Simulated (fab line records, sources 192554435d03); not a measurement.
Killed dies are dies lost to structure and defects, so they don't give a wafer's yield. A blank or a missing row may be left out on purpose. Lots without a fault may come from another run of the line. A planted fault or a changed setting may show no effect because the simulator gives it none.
fab line records | flow n5_finfet
record lots=6 wafers=18 last_day=17
route steps=1938 shown BEOL_M15@1807 PASSIVATION@1936
lots that met no fault: from a run of the same line without faults
start_h: hours from the record's first day to the start of the lot's first wafer shown | wait_h: hours since the lot's step before | " the same as in the row above | L1.1+2: a row that stands for several wafers | - no value, or no start given | * or withheld: withheld | < > ~ a bound
route shown NAME@n: a module of which the file shows steps, and the number in the route of the first | usual: mean/standard deviation of fault-free wafers | same: alike in all rows | chamber/n: place in a boat | sites: the reading at each site | _std_site: their standard deviation | _edge_site: outer sites' mean less inner sites' | radius_mm: how far each site lies from the wafer's centre | mask NAME#n: copy n | behind: the tool/chamber that last shaped the wafer | hold: why the lot was held/for how many hours/how that ended | device: the transistor (n, p or np) that didn't switch | end of line: the same wafers' tests at the end of the route | a step without rows: its recipe alone | killed: dies lost to structure and defects at the first sort, not the wafer's yield | map: a wafer's dies, x killed, . not, _ none there
set.NAME: the setting as run; set.NAME@STEP: as run at that earlier step | model.NAME: the simulator's own value behind a step, which no gauge read
lots at some steps of the route; a table a step, a row a wafer
services: from which hour (start_h, from the record's first day; less than 0 if before it) a tool's chamber was out of use, for how many hours, and why
## steps
# step N5_BEOL_M15_DESCUM_33
# recipe chemistry=O2 time_s=7.9 source_power_w=50 bias_power_w=20 pressure_mtorr=20 rf_frequency_hz=2.712e+07 temp_c=40 o2_flow_sccm=225
# usual chamber_pressure_mTorr=19.998/0.019 drypump_motor_current_A=5.7/0.44 oes_product_au=0.79/0.072 rf_fwd_power_W=49.37/0.24 rf_vpp_V=243.3/1.5 showerhead_plenum_p_Torr=2.10/0.082 temp_c=39.99/0.11 throttle_valve_pct=20.43/0.21
# columns lot.wafer tool chamber start_h wait_h chamber_pressure_mTorr drypump_motor_current_A oes_product_au rf_fwd_power_W rf_hours_counter_h rf_vpp_V showerhead_plenum_p_Torr temp_c throttle_valve_pct
L944.1 rie_diel-04 3 272.62 0.0 19.968 6.0 0.72 49.21 184 243.2 1.99 39.98 20.39
L944.2 " 1 " " 19.978 5.4 0.82 49.25 77 241.7 2.03 40.08 20.79
L944.4 " 0 " " 20.016 6.3 0.72 49.25 - 243.8 2.08 40.04 20.41
L946.2 rie_diel-04 0 292.43 0.0 20.003 6.3 0.71 49.03 209 243.0 2.08 39.88 20.42
L946.4 " 3 " " 19.966 6.0 0.71 49.24 190 242.7 1.99 40.24 20.37
L946.6 " 3 " " 19.996 6.0 0.72 49.55 - 241.4 1.99 39.89 20.38
L955.1 rie_diel-03 1 337.09 0.3 19.987 6.0 0.70 48.90 245 240.7 1.98 40.09 20.51
L955.4 " 0 " " 19.970 5.4 0.71 49.66 204 244.3 2.07 39.83 20.63
L955.6 " 2 " " 19.990 6.2 0.79 49.17 - 243.5 2.10 39.95 20.25
L954.2 rie_diel-03 3 342.53 1.0 20.019 6.1 0.85 49.75 74 245.8 2.21 39.87 20.54
L954.3 " 0 " " 19.968 5.4 0.71 49.15 206 242.4 2.07 39.80 20.63
L954.6 " 0 " " 19.995 5.4 0.71 49.44 - 243.0 2.07 39.82 20.61
L957.4 rie_diel-03 0 344.88 0.5 20.014 5.4 0.71 49.50 207 243.3 2.07 40.12 20.63
L957.5 " 2 " " 20.002 6.1 0.79 49.39 - 242.2 2.10 39.83 20.25
L957.6 " 3 " " 20.001 6.1 0.84 49.47 - 244.1 2.21 40.05 20.56
L963.2 rie_diel-03 3 384.14 0.0 20.016 6.1 0.83 49.75 85 244.6 2.20 39.88 20.57
L963.5 " 2 " " 20.027 6.2 0.78 48.95 - 245.0 2.09 39.99 20.28
L963.6 " 1 " " 20.026 6.0 0.96 49.00 - 246.2 2.24 39.98 20.16
# step N5_BEOL_M15_ETCH_61
# recipe chemistry=N2/H2 target=BARC target_depth_a=890 overetch_a=267 time_s=67.9 ion_energy_ev=200 pressure_mtorr=30 source_w=840 bias_w=150 n2_flow_sccm=200 h2_flow_sccm=200
# step N5_BEOL_M15_TRENCH_ETCH_34
# recipe chemistry=C4F8/O2/Ar target=SiO2 target_depth_a=8729.3 he_inner_torr=15 he_outer_torr=30 time_s=199 ion_energy_ev=800 pressure_mtorr=20 source_w=1905 bias_w=2040 Ar_flow_sccm=400 C4F8_flow_sccm=16 O2_flow_sccm=12
# usual chamber_pressure_mTorr=20.001/0.016 drypump_motor_current_A=5.7/0.44 he_outer_torr=30.01/0.057 mfc_ar_sccm=400.0/1.3 oes_product_au=0.79/0.072 rf_fwd_power_W=1899/6.6 rf_vpp_V=2211/19 showerhead_plenum_p_Torr=3.45/0.12 throttle_valve_pct=30.91/0.25
# columns lot.wafer tool chamber start_h wait_h chamber_pressure_mTorr drypump_motor_current_A he_outer_torr mfc_ar_sccm oes_product_au rf_fwd_power_W rf_hours_counter_h rf_vpp_V showerhead_plenum_p_Torr throttle_valve_pct
L944.1 rie_diel-04 3 272.70 0.0 20.011 6.0 29.94 400.4 0.72 1893 184 2178 3.28 30.78
L944.2 " 1 " " 19.998 5.4 30.05 402.2 0.83 1900 77 2176 3.35 31.44
L944.4 " 0 " " 19.991 6.3 29.98 399.3 0.72 1895 - 2210 3.40 30.68
L946.2 rie_diel-04 0 292.51 0.0 20.009 6.3 30.00 400.9 0.71 1901 209 2209 3.40 30.69
L946.4 " 3 " " 19.992 6.0 30.00 402.7 0.71 1901 190 2175 3.28 30.78
L946.6 " 3 " " 19.990 6.0 30.04 400.7 0.72 1898 - 2177 3.28 30.79
L955.1 rie_diel-03 1 337.17 0.0 19.967 6.0 29.94 399.3 0.69 1892 245 2173 3.26 30.91
L955.4 " 0 " " 19.993 5.4 29.94 400.6 0.71 1907 204 2228 3.42 31.05
L955.6 " 2 " " 19.979 6.2 30.03 401.6 0.78 1896 - 2222 3.45 30.67
L954.2 rie_diel-03 3 342.62 0.0 19.992 6.1 30.14 400.9 0.85 1904 74 2223 3.63 31.23
L954.3 " 0 " " 20.016 5.4 30.02 398.1 0.72 1906 206 2229 3.41 31.07
L954.6 " 0 " " 19.977 5.4 29.93 398.9 0.71 1901 - 2228 3.41 31.06
L957.4 rie_diel-03 0 344.97 0.0 20.005 5.4 30.14 399.2 0.71 1905 207 2228 3.41 31.08
L957.5 " 2 " " 20.016 6.2 29.98 399.4 0.78 1889 - 2223 3.45 30.67
L957.6 " 3 " " 19.976 6.1 29.94 400.0 0.84 1904 - 2222 3.63 31.22
L963.2 rie_diel-03 3 384.22 0.0 19.987 6.1 30.07 400.3 0.82 1904 86 2221 3.62 31.23
L963.5 " 2 " " 20.006 6.2 29.99 400.2 0.77 1899 - 2222 3.44 30.69
L963.6 " 1 " " 19.994 6.0 29.93 399.9 0.96 1899 - 2211 3.66 30.67
# step N5_BEOL_M15_STRIP_36
# recipe chemistry=O2 power_w=600 temp_c=60 pressure_mtorr=30 rf_frequency_hz=6e+07 bias_power_w=0 overash_fraction=0.3 o2_flow_sccm=225
# usual chamber_pressure_mTorr=30.00/0.054 drypump_motor_current_A=5.7/0.46 oes_product_au=0.78/0.068 rf_vpp_V=3.7/0.91 showerhead_plenum_p_Torr=2.10/0.082 temp_c=60.00/0.11 throttle_valve_pct=16.69/0.19
# columns lot.wafer tool chamber start_h wait_h chamber_pressure_mTorr drypump_motor_current_A oes_product_au rf_hours_counter_h rf_vpp_V showerhead_plenum_p_Torr temp_c throttle_valve_pct
L944.1 rie_diel-03 2 273.87 1.0 29.97 6.2 0.81 97 2.5 2.11 60.07 16.47
L944.2 " 3 " " 30.05 6.1 0.89 44 4.1 2.22 59.96 16.70
L944.4 " 1 " " 30.00 6.0 0.71 - 3.9 1.99 60.04 16.76
L946.2 rie_diel-05 3 296.59 3.9 30.02 5.3 0.95 7 4.2 2.06 59.95 16.20
L946.4 " 1 " " 29.90 5.3 0.84 93 3.3 2.20 59.95 16.46
L946.6 " 2 " " 29.95 5.4 0.81 - 3.8 2.20 59.86 16.66
L955.1 rie_diel-03 1 337.44 0.1 30.06 6.0 0.69 245 3.1 1.98 60.13 16.79
L955.4 " 3 " " 30.01 6.0 0.85 72 3.5 2.21 60.05 16.76
L955.6 " 0 " " 29.99 5.4 0.70 - 2.2 2.07 59.95 16.93
L954.2 rie_diel-04 2 344.63 1.8 29.96 4.7 0.70 213 2.9 2.16 60.07 16.56
L954.3 " 3 " " 30.09 6.0 0.71 193 5.2 1.99 60.02 16.68
L954.6 " 2 " " 29.96 4.7 0.71 - 4.1 2.16 59.87 16.55
L957.4 rie_diel-03 2 345.19 0.0 29.95 6.2 0.79 122 4.4 2.10 60.28 16.52
L957.5 " 3 " " 29.98 6.1 0.84 - 3.2 2.21 60.08 16.74
L957.6 " 2 " " 29.96 6.2 0.79 - 3.2 2.10 59.97 16.53
L963.2 rie_diel-03 2 385.93 1.5 29.97 6.2 0.78 131 4.4 2.10 60.03 16.55
L963.5 " 3 " " 30.01 6.0 0.83 - 3.2 2.21 59.94 16.81
L963.6 " 0 " " 30.06 5.4 0.71 - 3.3 2.07 59.88 16.95
# step N5_BEOL_M15_STRIP_62
# recipe chemistry=O2 power_w=600 temp_c=60 pressure_mtorr=30 rf_frequency_hz=6e+07 bias_power_w=0 overash_fraction=0.3 o2_flow_sccm=225
# step N5_BEOL_M15_STRIP_37
# recipe chemistry=O2 power_w=600 temp_c=60 pressure_mtorr=30 rf_frequency_hz=6e+07 bias_power_w=0 overash_fraction=0.3 o2_flow_sccm=225
# step N5_BEOL_M15_ETCH_38
# recipe chemistry=CF4/N2 target=SiCN target_depth_a=1064 taper_deg=2 time_s=120.5 ion_energy_ev=150 mask_material=SiO2 pressure_mtorr=40 source_w=430 bias_w=70 Ar_flow_sccm=100 cf4_flow_sccm=60 n2_flow_sccm=60
# usual chamber_pressure_mTorr=40.00/0.037 drypump_motor_current_A=5.7/0.46 mfc_ar_sccm=100.0/0.3 oes_product_au=0.78/0.068 rf_fwd_power_W=428.5/1.3 rf_vpp_V=382.5/2.1 showerhead_plenum_p_Torr=2.22/0.084 throttle_valve_pct=15.47/0.19
# columns lot.wafer tool chamber start_h wait_h chamber_pressure_mTorr drypump_motor_current_A mfc_ar_sccm oes_product_au rf_fwd_power_W rf_hours_counter_h rf_vpp_V showerhead_plenum_p_Torr throttle_valve_pct
L944.1 rie_diel-03 2 - - 40.04 6.2 100.0 0.81 426.9 97 382.3 2.23 15.30
L944.2 " 3 " " 40.01 6.1 99.9 0.89 429.6 44 384.8 2.34 15.51
L944.4 " 1 " " 40.06 6.0 100.0 0.71 425.6 - 379.9 2.09 15.51
L946.2 rie_diel-05 3 - - 39.93 5.3 100.1 0.95 429.6 7 381.3 2.18 15.02
L946.4 " 1 " " 40.03 5.4 99.3 0.82 428.3 93 386.3 2.32 15.28
L946.6 " 2 " " 40.07 5.4 100.1 0.82 426.8 - 384.3 2.30 15.34
L955.1 rie_diel-03 1 - - 39.98 6.0 100.3 0.69 428.0 245 379.6 2.08 15.57
L955.4 " 3 " " 40.07 6.1 100.4 0.85 429.1 72 384.4 2.33 15.57
L955.6 " 0 " " 40.01 5.4 99.9 0.71 428.3 - 381.7 2.19 15.74
L954.2 rie_diel-04 2 - - 40.00 4.8 99.9 0.71 428.0 213 383.3 2.27 15.38
L954.3 " 3 " " 40.04 6.0 100.0 0.72 429.9 193 379.6 2.10 15.50
L954.6 " 2 " " 40.04 4.8 99.3 0.71 429.3 - 385.1 2.27 15.36
L957.4 rie_diel-03 2 - - 39.98 6.2 99.8 0.78 428.6 122 382.6 2.22 15.34
L957.5 " 3 " " 39.99 6.1 100.1 0.85 427.2 - 383.8 2.33 15.58
L957.6 " 2 " " 39.95 6.2 100.2 0.79 427.9 - 383.4 2.22 15.35
L963.2 rie_diel-03 2 - - 40.00 6.2 99.6 0.77 426.7 131 383.0 2.22 15.38
L963.5 " 3 " " 40.02 6.0 100.5 0.84 427.8 - 385.2 2.33 15.60
L963.6 " 0 " " 40.00 5.4 100.1 0.71 431.6 - 380.9 2.19 15.76
# step N5_BEOL_M15_PRECLEAN_39
# recipe chemistry=residue_remover time_s=60 temp_c=40
# step N5_BEOL_M15_SRD_40
# recipe time_s=30 temp_c=23 rinse_liquid=diw dry=n2_spin spin_rpm=1500 dry_time_s=30
# step N5_BEOL_M15_DEGAS_41
# recipe ambient=vacuum temp_c=300 time_s=60
# step N5_BEOL_M15_PRE_CLEAN_42
# recipe gas=H2/He time_s=30 temp_c=300
# step N5_BEOL_M15_SPUTTER_43
# recipe material=TaN target_thk_a=150 temp_c=50 bias_v=168.6 power_w=15000 chamber_pressure_pa=0.12 time_s=24.19
# usual chamber_pressure_pa=0.11998/0.00023 susceptor_temp_C=49.99/0.11 throttle_valve_pct=30.1/1
# columns lot.wafer tool chamber start_h wait_h chamber_pressure_pa susceptor_temp_C throttle_valve_pct
L944.1 pvd_sputter-03 - 274.61 0.0 0.12007 49.83 32.1
L944.2 " - " " 0.12016 49.89 29.0
L944.4 " - " " 0.11992 49.93 33.0
L944.1 pvd_sputter-03 - 274.89 0.2 0.1202 49.96 31.8
L944.2 " - " " 0.11983 49.91 29.1
L944.4 " - " " 0.11997 49.76 32.6
L946.2 pvd_sputter-02 - 297.16 0.0 0.11978 50.04 30.2
L946.4 " - " " 0.12031 50.02 30.9
L946.6 " - " " 0.12011 50.04 30.1
L946.2 pvd_sputter-02 - 297.44 0.2 0.11967 50.17 30.3
L946.4 " - " " 0.12032 50.00 30.7
L946.6 " - " " 0.12007 50.00 30.5
L955.1 pvd_sputter-03 - 338.17 0.0 0.11978 49.98 30.1
L955.4 " - " " 0.12009 49.84 32.9
L955.6 " - " " 0.11966 49.98 30.2
L954.2 pvd_sputter-02 - 345.09 0.0 0.12001 50.01 30.9
L954.3 " - " " 0.12005 50.25 30.7
L954.6 " - " " 0.12006 50.03 28.3
L957.4 pvd_sputter-01 - 345.62 0.0 0.12002 49.94 30.0
L957.5 " - " " 0.11979 49.90 28.9
L957.6 " - " " 0.12006 50.25 30.0
L963.2 pvd_sputter-01 - 386.63 0.0 0.1198 49.88 29.9
L963.5 " - " " 0.11986 49.92 30.2
L963.6 " - " " 0.11977 49.98 29.2
# step N5_BEOL_M15_SPUTTER_44
# recipe material=Ta target_thk_a=150 temp_c=50 bias_v=80 power_w=15000 chamber_pressure_pa=0.07 time_s=24.19
# step N5_BEOL_M15_SPUTTER_45
# recipe material=Cu target_thk_a=1000 temp_c=-20 bias_v=60 power_w=26000 chamber_pressure_pa=0.13 time_s=16.67
# step N5_BEOL_M15_ECD_47
# recipe material=Cu target_thk_a=18600
# step N5_BEOL_M15_ANNEAL_48
# recipe temp_c=225 time_s=90 ambient=N2
# usual anneal_temp_c=225.01/0.18 wafer_temp_C_max=225.62/0.21
# columns lot.wafer tool chamber start_h wait_h anneal_temp_c wafer_temp_C_max
L944.1 rtp_anneal-02 0 275.41 0.2 224.76 225.68
L944.2 " 0 " " 225.07 225.77
L944.4 " 0 " " 225.10 225.78
L946.2 rtp_anneal-01 0 298.38 0.3 224.80 226.16
L946.4 " 0 " " 224.83 225.68
L946.6 " 0 " " 224.69 225.70
L955.1 rtp_anneal-01 0 338.69 0.2 224.95 225.71
L955.4 " 0 " " 225.01 226.01
L955.6 " 0 " " 225.08 225.68
L954.2 rtp_anneal-02 0 345.66 0.2 225.21 225.42
L954.3 " 0 " " 224.99 225.72
L954.6 " 0 " " 224.86 225.60
L957.4 rtp_anneal-01 0 346.34 0.3 224.84 225.66
L957.5 " 0 " " 224.71 225.58
L957.6 " 0 " " 224.65 225.53
L963.2 rtp_anneal-01 0 387.19 0.2 225.52 225.42
L963.5 " 0 " " 225.44 225.36
L963.6 " 0 " " 225.47 225.26
# step N5_BEOL_M15_CMP_49
# recipe stop_on=SiO2 t_overpolish_s=4.9 down_force_psi=2 platen_rpm=80 clearing_platen_down_force_psi=2 clearing_platen_rpm=80 post_cmp_clean=cu_alkaline target_thk_nm=850 clearing_platen_pad_velocity_m_s=1.5917 pad_velocity_m_s=1.5917
# usual barrier_field_endpoint_s=11.37/0.25 clearing_platen_rpm=79.99/0.041 motor_current_A=8.6/1.1 overpolish_run_s=4.900/0.0085
# columns lot.wafer tool chamber start_h wait_h barrier_field_endpoint_s clearing_platen_rpm motor_current_A overpolish_run_s
L944.2 cmp-02 3 275.74 0.2 17.08 80.02 7.1 4.893
L944.4 " 0 " " 17.16 80.07 7.9 4.886
L944.1 " 1 " " 16.48 79.96 8.7 4.902
L946.2 cmp-03 1 298.70 0.3 17.09 80.03 8.7 4.910
L946.4 " 2 " " 17.14 79.97 9.4 4.908
L946.6 " 3 " " 17.03 79.98 8.2 4.892
L955.1 cmp-01 3 339.02 0.3 11.51 80.04 11.0 4.894
L955.4 " 1 " " 11.46 79.99 8.4 4.908
L955.6 " 3 " " 11.59 79.97 10.2 4.888
L954.2 cmp-01 0 345.91 0.2 11.82 80.04 9.2 4.912
L954.3 " 3 " " 11.58 80.00 11.2 4.894
L954.6 " 1 " " 11.61 79.95 8.5 4.915
L957.4 cmp-01 2 346.50 0.1 11.27 79.98 6.6 4.900
L957.5 " 2 " " 11.63 79.99 7.0 4.906
L957.6 " 3 " " 11.31 80.02 10.9 4.890
L963.2 cmp-03 1 387.44 0.2 11.18 79.94 8.7 4.892
L963.5 " 1 " " 11.46 79.99 8.3 4.893
L963.6 " 2 " " 11.26 79.98 9.8 4.924
# step N5_BEOL_M15_THK_MEAS_50
# recipe thk_meas_gauge=xrf reads=Cu_of_BEOL_M15_ECD_47
# usual M15_THK=846/13
# columns lot.wafer tool chamber start_h wait_h M15_THK[nm]
L944.1 film_metro-02 - 276.00 - 844
L944.2 " - " " 856
L944.4 " - " " 823
L946.2 film_metro-01 - 298.93 - 815
L946.4 " - " " 830
L946.6 " - " " 829
L955.1 film_metro-02 - 339.28 - 832
L955.4 " - " " 817
L955.6 " - " " 825
L954.2 film_metro-01 - 346.20 - 854
L954.3 " - " " 840
L954.6 " - " " 831
L957.4 film_metro-02 - 346.80 - 828
L957.5 " - " " 838
L957.6 " - " " 859
L963.2 film_metro-01 - 387.74 - 853
L963.5 " - " " 830
L963.6 " - " " 838
# step N5_PASSIVATION_PROBE_49
# usual defect_limited_yield=91.2/1.4 killed_at_M0_to_M3=34/9.4 killed_at_M4_up=13/5.8 killed_at_contacts=13/6.4 killed_at_front_end=41/11 killed_at_other=3.1/2.3 killed_dies=103/16 killed_open=69/12 killed_short=33/7.8 sort_bin_5_function=5.1/0.91 sort_bin_6_memory=3.3/0.63 sort_n_pass=1077/16 sort_yield_pct=91.2/1.4
# same gross_dies=1180 killed_at_back_side=0 sort_bin_4_leakage[%]=0 sort_bin_8_speed[%]=0
# columns lot.wafer tool chamber start_h wait_h defect_limited_yield[%] killed_at_M0_to_M3 killed_at_M4_up killed_at_contacts killed_at_front_end killed_at_other killed_dies killed_open killed_short sort_bin_5_function[%] sort_bin_6_memory[%] sort_n_pass sort_yield_pct[%]
L946.2 prober-01 - 311.43 0.1 89.1 38 29 18 39 5 129 87 34 6.2 3.7 1051 89.1
L946.4 prober-01 - 311.53 0.2 92.2 24 20 19 25 4 92 62 29 4.2 3.3 1088 92.2
L946.6 prober-01 - 311.63 0.3 93.0 22 17 11 32 1 83 67 15 4.3 2.6 1097 93.0
L955.6 prober-01 - 355.55 0.3 91.4 29 12 12 44 4 101 63 36 4.7 3.4 1079 91.4
L963.2 prober-01 - 400.86 0.1 90.5 36 17 14 42 3 112 82 30 5.1 4.0 1068 90.5
L963.5 prober-01 - 401.01 0.2 91.5 29 16 19 30 6 100 70 30 5.8 2.5 1080 91.5
L963.6 prober-01 - 401.06 0.3 92.0 38 5 13 36 2 94 65 28 4.5 3.3 1086 92.0
# killed by level:class
L946.2 MOL_CONTACT_COAG:geometric_particle:open=12 BEOL_M4:geometric_particle:open=12 FIN_SAQP:geometric_particle:open=11 BEOL_M1:geometric_particle:open=9 BEOL_M0_SAQP:geometric_particle:short=8 BEOL_M0_SAQP:geometric_particle:open=7 STI_FIN_REVEAL:geometric_particle:open=6 BEOL_M2:geometric_particle:open=5
L946.4 MOL_CONTACT_COAG:geometric_particle:open=15 BEOL_M4:geometric_particle:open=10 BEOL_M0_SAQP:geometric_particle:short=6 BEOL_M2:geometric_particle:open=6 FIN_SAQP:geometric_particle:open=5 STI_FIN_REVEAL:geometric_particle:open=4 GATE_CUT:geometric_particle:short=4 MOL_CONTACT_COAG:geometric_particle:short=4
L946.6 FIN_SAQP:geometric_particle:open=10 MOL_CONTACT_COAG:geometric_particle:open=9 BEOL_M0_SAQP:geometric_particle:open=8 STI_FIN_REVEAL:geometric_particle:open=6 BEOL_M4:geometric_particle:open=6 BEOL_M5:geometric_particle:open=6 BEOL_M3:geometric_particle:open=5 FIN_SAQP:geometric_particle:short=4
L955.6 FIN_SAQP:geometric_particle:open=9 MOL_CONTACT_COAG:geometric_particle:open=9 BEOL_M0_SAQP:geometric_particle:open=8 FIN_SAQP:geometric_particle:short=7 BEOL_M0_SAQP:geometric_particle:short=6 STI_FIN_REVEAL:geometric_particle:open=5 BEOL_M4:geometric_particle:open=5 BEOL_M3:geometric_particle:open=4
L963.2 STI_FIN_REVEAL:geometric_particle:open=16 MOL_CONTACT_COAG:geometric_particle:open=13 BEOL_M2:geometric_particle:open=10 BEOL_M4:geometric_particle:open=10 FIN_SAQP:geometric_particle:open=6 BEOL_M0_SAQP:geometric_particle:short=6 BEOL_M1:geometric_particle:open=6 FIN_SAQP:geometric_particle:short=5
L963.5 MOL_CONTACT_COAG:geometric_particle:open=18 BEOL_M4:geometric_particle:open=10 FIN_SAQP:geometric_particle:open=8 BEOL_M3:geometric_particle:open=8 STI_FIN_REVEAL:geometric_particle:open=7 BEOL_M0_SAQP:geometric_particle:short=7 FIN_SAQP:geometric_particle:short=4 BEOL_M0_SAQP:geometric_particle:open=4
L963.6 BEOL_M0_SAQP:geometric_particle:open=12 FIN_SAQP:geometric_particle:open=11 MOL_CONTACT_COAG:geometric_particle:open=11 BEOL_M0_SAQP:geometric_particle:short=11 STI_FIN_REVEAL:geometric_particle:open=8 BEOL_M2:geometric_particle:open=5 BEOL_M3:geometric_particle:open=4 GATE_CUT:geometric_particle:short=3
## services
# columns tool chamber start_h hours kind
cmp-02 - 263.21 4.0 pm
cmp-02 - 267.21 - consumable_replace:conditioner
cmp-02 - 267.21 - consumable_replace:pad
rie_diel-04 2 270.32 2.7 repair
cmp-01 - 272.53 4.6 pm
cmp-03 - 282.73 4.0 pm
cmp-03 - 286.73 - consumable_replace:conditioner
cmp-03 - 286.73 - consumable_replace:pad
rie_diel-04 2 293.38 3.7 repair
cmp-01 - 303.39 0.9 repair
cmp-03 - 310.68 2.1 pm
cmp-03 - 321.71 1.7 repair
cmp-01 - 328.46 8.8 repair
cmp-02 - 330.03 11.7 pm
pvd_sputter-03 - 340.49 2.0 repair
rie_diel-03 1 352.01 - clean
rie_diel-03 1 352.01 - consumable_replace:focus_ring
rie_diel-03 1 352.01 - consumable_replace:showerhead
rie_diel-03 1 352.01 10.5 scheduled_down
rie_diel-03 1 352.01 10.5 vent_cycle
rie_diel-03 - 370.21 10.0 pm
rie_diel-04 2 373.47 3.8 repair
cmp-01 - 381.69 0.7 repair
## key
first_sign step=N5_BEOL_M15_SPUTTER_43 reading=visit direction=added
effect step=N5_BEOL_M15_CMP_49 reading=barrier_field_endpoint_s direction=up sigmas=22 usual=11.37 struck=17.00
met_at N5_BEOL_M15_SPUTTER_43
struck_wafers L944.1,L944.2,L944.4,L946.2,L946.4,L946.6
fault kind=repeated_step_whole tool=pvd_sputter-01,pvd_sputter-02,pvd_sputter-03 chamber=- onset_h=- steps=N5_BEOL_M15_SPUTTER_43 times=1 scope=struck_lots_only
